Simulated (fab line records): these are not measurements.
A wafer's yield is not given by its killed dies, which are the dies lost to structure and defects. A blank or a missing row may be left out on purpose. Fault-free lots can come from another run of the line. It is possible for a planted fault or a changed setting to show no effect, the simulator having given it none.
fab line records ; flow n5Finfet
[record] lots = 10; wafers = 29; lastDay = 18
route steps=1938 shown BEOL_M1@827 BEOL_M2@842 BEOL_M4@1111
lots with no fault: from the same line, run without faults
startH: hours from the record's first day to the start of the lot's first wafer shown ; waitH: hours elapsed since this lot's preceding step ; " same as the row above ; L1.1+2: one row covering several wafers at once ; - value missing, or start not given ; * or withheld: withheld ; < > ~ a bound
route shown NAME@n: a module of which the file shows steps, and the number in the route of the first ; usual: mean/standard deviation of fault-free wafers ; same: alike in all rows ; chamber/n: place in a boat ; sites: per-site readings ; _std_site: the values' standard deviation ; _edge_site: the outer-site mean with the inner-site mean subtracted ; radiusMm: how far each site lies from the wafer's centre ; mask NAME#n: copy n ; behind: the tool/chamber that last shaped the wafer ; hold: why the lot was held/for how many hours/how that ended ; device: the transistor (n, p or np) that didn't switch ; end of line: the tests these same wafers got at the end of their route ; for a step that has no rows: nothing shown but its recipe ; killed: dies lost to structure and defects at the first sort, not the wafer's yield ; map: a wafer's dies, marking killed ones x, the rest . and places with no die _
set.NAME: the setting the step ran with; set.NAME@STEP: the setting that earlier step ran with ; model.NAME: the simulator's own value behind a step, which no gauge read
steps of the route over a sample of lots; a table a step, a row a wafer
services: from which hour (startH, from the record's first day; less than 0 if before it) a tool's chamber was out of use, for how many hours, and why
[[steps]]
[step N5_BEOL_M1_ANNEAL_93]
[recipe] tempC = 400; timeS = 240; ambient = vacuum
[usual] heaterPowerW = 800/87
[same] timeS = 240
lot.wafer;tool;chamber;startH;waitH;heaterPowerW
L440.3;pvdSputter-02;-;143.49;0.0;853
L440.5;pvdSputter-02;-;143.49;0.0;818
L441.1;pvdSputter-03;-;148.33;0.0;792
L441.4;pvdSputter-03;-;148.33;0.0;698
L441.5;pvdSputter-03;-;148.33;0.0;716
L443.2;pvdSputter-01;-;156.36;0.0;880
L443.3;pvdSputter-01;-;156.36;0.0;895
L443.6;pvdSputter-01;-;156.36;0.0;905
L444.3;pvdSputter-02;-;169.56;0.0;875
L444.5;pvdSputter-02;-;169.56;0.0;864
L444.6;pvdSputter-02;-;169.56;0.0;680
L447.1;pvdSputter-01;-;182.74;0.0;911
L447.2;pvdSputter-01;-;182.74;0.0;807
L447.3;pvdSputter-01;-;182.74;0.0;844
L453.2;pvdSputter-03;-;220.33;0.0;923
L453.3;pvdSputter-03;-;220.33;0.0;798
L453.5;pvdSputter-03;-;220.33;0.0;724
L454.2;pvdSputter-02;-;227.00;0.0;876
L454.5;pvdSputter-02;-;227.00;0.0;807
L454.6;pvdSputter-02;-;227.00;0.0;699
L458.3;pvdSputter-01;-;253.83;0.0;857
L458.4;pvdSputter-01;-;253.83;0.0;730
L458.5;pvdSputter-01;-;253.83;0.0;867
L460.2;pvdSputter-03;-;268.41;0.0;924
L460.3;pvdSputter-03;-;268.41;0.0;800
L460.4;pvdSputter-03;-;268.41;0.0;687
L461.1;pvdSputter-03;-;279.85;0.0;806
L461.3;pvdSputter-03;-;279.85;0.0;691
L461.6;pvdSputter-03;-;279.85;0.0;822
[step N5_BEOL_M1_CMP_52]
[recipe] stopOn = SiOC; tOverpolishS = 6.8; downForcePsi = 1; platenRpm = 50; clearingPlatenDownForcePsi = 1.5; clearingPlatenRpm = 50; postCmpClean = cuAlkaline; targetThkNm = 40; clearingPlatenPadVelocityMS = 0.99484; padVelocityMS = 0.99484
[usual] barrierFieldEndpointS = 24.7/0.79; edgeZonePressureFrac = 1.000/0.0046; motorCurrentA = 6.2/0.72; overpolishRunS = 6.801/0.0088; timeToEndpointS = 63/3.7
lot.wafer;tool;chamber;startH;waitH;barrierFieldEndpointS;edgeZonePressureFrac;motorCurrentA;overpolishRunS;timeToEndpointS
L440.3;cmp-04;3;144.38;0.2;24.7;0.988;5.7;6.795;65
L440.5;cmp-04;2;144.38;0.2;26.3;1.000;6.5;6.801;68
L441.4;cmp-04;1;149.18;0.1;24.3;0.999;6.9;6.785;66
L441.1;cmp-04;2;149.18;0.1;25.6;0.994;6.3;6.790;70
L441.5;cmp-04;1;149.18;0.1;25.8;1.000;7.2;6.788;68
L443.3;cmp-03;2;157.25;0.2;24.2;1.002;7.4;6.809;57
L443.2;cmp-03;3;157.25;0.2;25.0;0.991;5.1;6.806;65
L443.6;cmp-03;3;157.25;0.2;24.3;0.990;5.4;6.790;60
L444.3;cmp-02;2;170.52;0.3;23.4;1.006;6.7;6.810;62
L444.5;cmp-02;3;170.52;0.3;23.4;1.005;6.0;6.809;60
L444.6;cmp-02;0;170.52;0.3;25.3;1.001;5.2;6.797;67
L447.2;cmp-03;0;183.65;0.2;24.9;1.004;5.7;6.802;65
L447.3;cmp-03;1;183.65;0.2;24.0;1.001;5.8;6.803;59
L447.1;cmp-03;2;183.65;0.2;23.6;1.000;7.9;6.801;56
L453.2;cmp-02;2;221.20;0.2;24.5;1.005;6.6;6.802;68
L453.3;cmp-02;0;221.20;0.2;25.4;1.002;5.2;6.798;67
L453.5;cmp-02;2;221.20;0.2;25.2;1.007;6.5;6.798;68
L454.2;cmp-04;1;227.86;0.2;24.3;1.004;6.5;6.798;65
L454.6;cmp-04;1;227.86;0.2;25.1;0.998;7.2;6.803;66
L454.5;cmp-04;2;227.86;0.2;25.4;1.002;6.1;6.803;63
L458.4;cmp-04;1;254.76;0.2;24.9;1.003;6.9;6.800;63
L458.3;cmp-04;2;254.76;0.2;25.5;0.996;6.2;6.793;65
L458.5;cmp-04;0;254.76;0.2;25.0;1.000;5.6;6.798;60
L460.2;cmp-04;2;269.27;0.2;24.3;1.000;6.6;6.797;65
L460.4;cmp-04;3;269.27;0.2;25.6;0.993;5.8;6.808;63
L460.3;cmp-04;0;269.27;0.2;23.7;0.996;5.5;6.799;60
L461.1;cmp-03;3;280.89;0.4;24.3;0.995;5.5;6.796;62
L461.3;cmp-03;2;280.89;0.4;23.6;0.998;7.8;6.800;62
L461.6;cmp-03;0;280.89;0.4;24.5;1.003;5.8;6.792;65
[step N5_BEOL_M2_THK_MEAS_01]
[recipe] reads = SiOC_of_BEOL_M2_ILD_DEP_00
[usual] M2_ILD_THK = 79.0/1.3
lot.wafer;tool;chamber;startH;waitH;M2_ILD_THK[nm]
L440.3;filmMetro-02;-;145.03;0.1;80.1
L440.5;filmMetro-02;-;145.03;0.1;81.3
L441.1;filmMetro-02;-;149.87;0.0;80.3
L441.4;filmMetro-02;-;149.87;0.0;80.9
L441.5;filmMetro-02;-;149.87;0.0;79.1
L443.2;filmMetro-02;-;157.93;0.1;79.6
L443.3;filmMetro-02;-;157.93;0.1;78.5
L443.6;filmMetro-02;-;157.93;0.1;79.4
L444.3;filmMetro-02;-;171.10;0.1;77.3
L444.5;filmMetro-02;-;171.10;0.1;79.2
L444.6;filmMetro-02;-;171.10;0.1;80.7
L447.1;filmMetro-01;-;184.34;0.0;79.2
L447.2;filmMetro-01;-;184.34;0.0;78.7
L447.3;filmMetro-01;-;184.34;0.0;77.8
L453.2;filmMetro-02;-;221.89;0.1;78.5
L453.3;filmMetro-02;-;221.89;0.1;77.8
L453.5;filmMetro-02;-;221.89;0.1;79.2
L454.2;filmMetro-01;-;228.55;0.1;77.6
L454.5;filmMetro-01;-;228.55;0.1;79.4
L454.6;filmMetro-01;-;228.55;0.1;78.7
L458.3;filmMetro-02;-;255.37;0.1;79.3
L458.4;filmMetro-02;-;255.37;0.1;79.5
L458.5;filmMetro-02;-;255.37;0.1;79.3
L460.2;filmMetro-01;-;269.95;0.1;79.1
L460.3;filmMetro-01;-;269.95;0.1;77.5
L460.4;filmMetro-01;-;269.95;0.1;79.2
L461.1;filmMetro-02;-;281.57;0.0;77.4
L461.3;filmMetro-02;-;281.57;0.0;79.0
L461.6;filmMetro-02;-;281.57;0.0;79.5
[step N5_BEOL_M2_PECVD_72]
[recipe] material = SiO2; targetThkA = 160; tempC = 400; precursor = TEOS/O2; pressureTorr = 5.5; rfW = 450; teosFlowSccm = 53.8; gas = O2; flowSccm = 3000; timeS = 18
[usual] heaterPowerW = 675/130; rfFwdPowerW = 444.9/2; showerheadPlenumPTorr = 8.78/0.055; susceptorTempC = 399.99/0.22; throttleValvePct = 22.5/1.5
[same] timeS = 18
lot.wafer;tool;chamber;startH;waitH;heaterPowerW;rfFwdPowerW;showerheadPlenumPTorr;susceptorTempC;throttleValvePct
L440.3;pecvd-04;0;145.08;0.0;556;443.0;8.69;400.18;23.9
L440.5;pecvd-04;0;145.08;0.0;568;447.5;8.71;399.89;23.9
L441.1;pecvd-01;1;149.90;0.0;629;446.7;8.85;399.75;23.9
L441.4;pecvd-01;1;149.90;0.0;628;446.1;8.83;399.99;24.0
L441.5;pecvd-01;1;149.90;0.0;618;446.9;8.84;399.93;23.9
L443.2;pecvd-01;1;157.97;0.0;580;448.1;8.85;399.63;23.8
L443.3;pecvd-01;2;157.97;0.0;733;445.7;8.84;399.95;19.7
L443.6;pecvd-01;1;157.97;0.0;597;446.3;8.82;399.98;23.9
L444.3;pecvd-03;1;171.14;0.0;805;441.1;8.88;399.42;22.8
L444.5;pecvd-03;2;171.14;0.0;706;442.2;8.75;400.09;22.2
L444.6;pecvd-03;1;171.14;0.0;807;441.9;8.87;399.55;22.7
L447.1;pecvd-01;2;184.38;0.0;614;444.9;8.83;399.77;19.7
L447.2;pecvd-01;0;184.38;0.0;692;445.7;8.72;399.84;21.0
L447.3;pecvd-01;1;184.38;0.0;525;446.5;8.83;399.78;24.0
L453.2;pecvd-01;2;221.92;0.0;684;445.8;8.82;393.47;19.8
L453.3;pecvd-01;1;221.92;0.0;530;446.5;8.85;400.57;23.9
L453.5;pecvd-01;0;221.92;0.0;646;447.7;8.73;399.90;21.2
L454.2;pecvd-01;2;228.58;0.0;667;445.1;8.80;393.57;19.7
L454.5;pecvd-01;0;228.58;0.0;611;447.3;8.72;399.89;21.1
L454.6;pecvd-01;2;228.58;0.0;669;444.6;8.82;393.87;19.8
L458.3;pecvd-04;0;255.41;0.0;681;445.4;8.70;400.14;24.7
L458.4;pecvd-04;2;255.41;0.0;641;441.9;8.75;400.05;19.7
L458.5;pecvd-04;0;255.41;0.0;681;445.4;8.69;400.22;24.4
L460.2;pecvd-04;1;269.99;0.0;527;446.5;8.78;400.09;22.8
L460.3;pecvd-04;2;269.99;0.0;520;442.5;8.78;399.95;19.8
L460.4;pecvd-04;1;269.99;0.0;522;444.9;8.78;400.32;22.7
L461.1;pecvd-03;2;281.64;0.1;588;441.3;8.76;399.82;22.5
L461.3;pecvd-03;1;281.64;0.1;774;444.5;8.88;400.07;22.8
L461.6;pecvd-03;1;281.64;0.1;763;443.4;8.88;399.83;22.6
[step N5_BEOL_M4_RC_MEAS_101]
[usual] DIBL_N = 37.5/2.5; DIBL_P = 38/3.1; IOFF_N = 0.19/0.059; IOFF_P = 0.24/0.061; ION_N = 679/16; ION_P = 465/9.8; SS_N = 72.0/0.8; SS_P = 73.7/0.86; VT_N = 248/4.5; VT_P = -249/3.5
lot.wafer;tool;chamber;startH;waitH;DIBL_N[mV/V];DIBL_P[mV/V];IOFF_N[nA/um];IOFF_P[nA/um];ION_N[uA/um];ION_P[uA/um];SS_N[mV/dec];SS_P[mV/dec];VT_N[mV];VT_P[mV]
L440.3;prober-02;0;179.86;0.3;37.4;40;0.18;0.24;675;466;71.5;73.8;248;-248
L440.5;prober-02;0;179.86;0.3;35.7;38;0.14;0.19;666;463;71.5;73.9;254;-252
L441.1;prober-01;0;188.43;0.0;35.7;36;0.15;0.19;673;458;71.9;72.4;253;-250
L441.4;prober-01;0;188.43;0.0;33.3;34;0.11;0.17;651;455;70.6;71.8;255;-253
L441.5;prober-01;0;188.43;0.0;37.1;38;0.18;0.24;669;461;71.6;73.8;248;-249
L443.2;prober-02;0;191.94;0.2;31.0;28;0.08;0.12;644;452;70.6;70.8;259;-255
L443.3;prober-02;0;191.94;0.2;33.5;33;0.12;0.18;679;467;69.8;72.5;253;-251
L443.6;prober-02;0;191.94;0.2;33.7;35;0.13;0.19;672;462;70.2;73.0;250;-250
L444.3;prober-01;0;215.59;0.3;33.7;34;0.12;0.17;662;453;71.2;72.9;255;-252
L444.5;prober-01;0;215.59;0.3;37.1;39;0.18;0.23;677;464;71.8;73.8;249;-246
L444.6;prober-01;0;215.59;0.3;41.1;44;0.31;0.34;705;477;73.1;75.8;244;-245
L447.1;prober-01;0;225.41;0.0;41.4;40;0.27;0.33;702;477;72.5;74.7;244;-244
L447.2;prober-01;0;225.41;0.0;37.6;35;0.15;0.21;671;458;71.6;73.5;255;-247
L447.3;prober-01;0;225.41;0.0;38.9;38;0.19;0.28;679;468;72.4;73.4;246;-244
L453.2;prober-01;0;258.22;0.2;39.9;42;0.28;0.31;702;470;72.3;74.8;242;-245
L453.3;prober-01;0;258.22;0.2;39.4;43;0.25;0.32;690;468;71.7;75.0;246;-244
L453.5;prober-01;0;258.22;0.2;39.4;43;0.26;0.32;686;470;72.6;74.6;243;-246
L454.2;prober-02;0;262.83;0.2;36.4;37;0.15;0.19;668;458;71.9;73.5;253;-251
L454.5;prober-02;0;262.83;0.2;36.4;37;0.15;0.20;679;466;72.0;73.8;252;-252
L454.6;prober-02;0;262.83;0.2;37.9;40;0.19;0.24;689;471;72.1;74.0;248;-248
L458.3;prober-02;0;310.66;0.3;40.5;38;0.23;0.26;684;465;72.7;73.8;246;-249
L458.4;prober-02;0;310.66;0.3;38.6;36;0.17;0.22;662;460;73.0;73.4;250;-249
L458.5;prober-02;0;310.66;0.3;39.9;38;0.21;0.25;687;466;71.8;74.0;250;-248
L460.2;prober-02;0;312.12;0.2;37.5;39;0.18;0.22;679;466;72.5;73.7;251;-252
L460.3;prober-02;0;312.12;0.2;34.7;35;0.13;0.17;673;459;71.5;73.4;254;-252
L460.4;prober-02;0;312.12;0.2;37.5;40;0.19;0.26;677;463;72.1;74.5;248;-249
L461.1;prober-02;0;317.13;0.0;36.5;37;0.18;0.22;681;462;72.6;73.0;250;-249
L461.3;prober-02;0;317.13;0.0;36.5;39;0.19;0.27;690;476;72.7;74.0;247;-247
L461.6;prober-02;0;317.13;0.0;36.0;37;0.15;0.20;677;461;72.3;73.7;253;-253
[[services]]
tool;chamber;startH;hours;kind
cmp-02;-;120.40;0.7;repair
cmp-03;-;122.60;6.2;pm
pecvd-01;0;127.62;5.5;scheduledDown
pvdSputter-01;-;133.40;2.5;repair
cmp-02;-;133.65;3.4;pm
pecvd-01;2;146.37;5.5;scheduledDown
cmp-03;-;149.96;3.7;repair
cmp-02;-;154.38;4.4;repair
pecvd-01;0;168.30;5.9;repair
cmp-03;-;169.69;6.0;pm
pecvd-04;1;178.07;2.1;scheduledDown
cmp-03;-;197.42;0.9;repair
pecvd-04;2;204.83;2.1;scheduledDown
pecvd-04;2;206.96;-;clean
pecvd-04;2;206.96;-;consumableReplace:showerhead
pecvd-03;-;209.60;1.2;repair
cmp-04;-;214.51;0.7;repair
cmp-02;-;225.93;1.8;repair
cmp-02;-;229.14;4.0;pm
pecvd-03;2;237.88;5.4;repair
pecvd-01;0;239.22;2.1;scheduledDown
pecvd-01;1;260.84;2.1;scheduledDown
cmp-02;-;275.01;1.8;repair
cmp-04;-;280.88;4.0;pm
[[key]]
[firstSign] step = N5_BEOL_M2_PECVD_72; reading = susceptorTempC; direction = down; sigmas = 29; usual = *; struck = *
effect none on later readings
metAt N5_BEOL_M2_PECVD_72
struckLots L453,L454
struckWafers L453.2,L454.2,L454.6
notActingAt N5_BEOL_M1_ANNEAL_93,N5_BEOL_M1_CMP_52,N5_BEOL_M2_THK_MEAS_01
onsetBetween 184.38 221.92
[fault] kind = processParameterDrift; tool = pecvd-01; chamber = 2; onsetH = 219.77; steps = N5_BEOL_M2_PECVD_72; channel = tempC; offset = *; shape = step; endH = 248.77; actsIn = *; stated = *
